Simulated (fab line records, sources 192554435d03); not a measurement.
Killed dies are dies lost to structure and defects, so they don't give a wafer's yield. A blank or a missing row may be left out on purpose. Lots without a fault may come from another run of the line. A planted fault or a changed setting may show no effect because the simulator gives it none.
Split-lot experiment | flow n5_finfet | 7 lots, 21 wafers read, on a route of 1938 steps

THE SPLIT
At N5_SD_EPI_N_ETCH_16 (etches SiO2 in CHF3/O2, target depth 5 nm), the setting target_depth_a was moved away from the recipe's 50 angstrom on 3 of the 21 wafers read, by -10.2% to +11.9%. The other wafers ran this setting at the recipe's value.

The reading is taken at the split's own step.

THE READING
etch.depth_nm (the simulator's own value, which no gauge read), in nm, at N5_SD_EPI_N_ETCH_16 (etches SiO2 in CHF3/O2, target depth 5 nm). The file gives no usual value for it. The 18 wafers here that ran the recipe average 5.008 nm, standard deviation 0.083 nm.

wafer  | tool, chamber at the split | target_depth_a as run, angstrom | against the recipe | etch.depth_nm, nm | against lot-mates on the recipe
L075.1 | rie_diel-03, 0             | 50                              | recipe             | 4.947             | -
L075.3 | rie_diel-03, 3             | 50                              | recipe             | 4.945             | -
L075.6 | rie_diel-03, 2             | 50                              | recipe             | 5.058             | -
L077.1 | rie_diel-04, 1             | 50                              | recipe             | 5.073             | -
L077.2 | rie_diel-04, 0             | 50                              | recipe             | 4.928             | -
L077.5 | rie_diel-04, 0             | 53.43                           | +6.9%              | 5.249             | +0.248
L080.4 | rie_diel-01, 3             | 50                              | recipe             | 5.082             | -
L080.5 | rie_diel-01, 2             | 50                              | recipe             | 5.072             | -
L080.6 | rie_diel-01, 3             | 50                              | recipe             | 5.099             | -
L082.1 | rie_diel-03, 3             | 50                              | recipe             | 5.011             | -
L082.2 | rie_diel-03, 0             | 50                              | recipe             | 5.133             | -
L082.4 | rie_diel-03, 1             | 50                              | recipe             | 4.991             | -
L083.1 | rie_diel-03, 3             | 44.89                           | -10.2%             | 4.467             | -0.609
L083.4 | rie_diel-03, 2             | 50                              | recipe             | 5.071             | -
L083.6 | rie_diel-03, 2             | 50                              | recipe             | 5.081             | -
L093.1 | rie_diel-04, 0             | 50                              | recipe             | 4.819             | -
L093.3 | rie_diel-04, 3             | 55.97                           | +11.9%             | 5.46              | +0.607
L093.6 | rie_diel-04, 2             | 50                              | recipe             | 4.887             | -
L097.2 | rie_diel-04, 1             | 50                              | recipe             | 5.053             | -
L097.3 | rie_diel-04, 2             | 50                              | recipe             | 4.966             | -
L097.4 | rie_diel-04, 3             | 50                              | recipe             | 4.931             | -

THE FIT
A straight line over all 21 wafers: etch.depth_nm changes by +0.0431 nm for each +1% of target_depth_a; r = +0.89; the points scatter about the line by 0.085 nm.
The same after taking each lot's own level away (the mean of its wafers on the recipe; 21 wafers): +0.0519 nm for each +1%; r = +0.97; scatter 0.055 nm.
On that fit, the largest move of target_depth_a shifts the reading by 0.62 nm.
The lots' own levels span 4.8530 to 5.0843 nm, that is 2.8 times the standard deviation above.
So the lot-to-lot level changes the slope: the two fits differ.
Check: with one of the wafers moved furthest among these (+11.9%) left out of the fit, the line predicts +0.613 nm for it against its lot-mates. It came out at +0.607 nm against them.

THE FILE'S OWN FIT
etch.depth_nm changes by +0.0516 nm for each +1% of target_depth_a, r = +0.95.
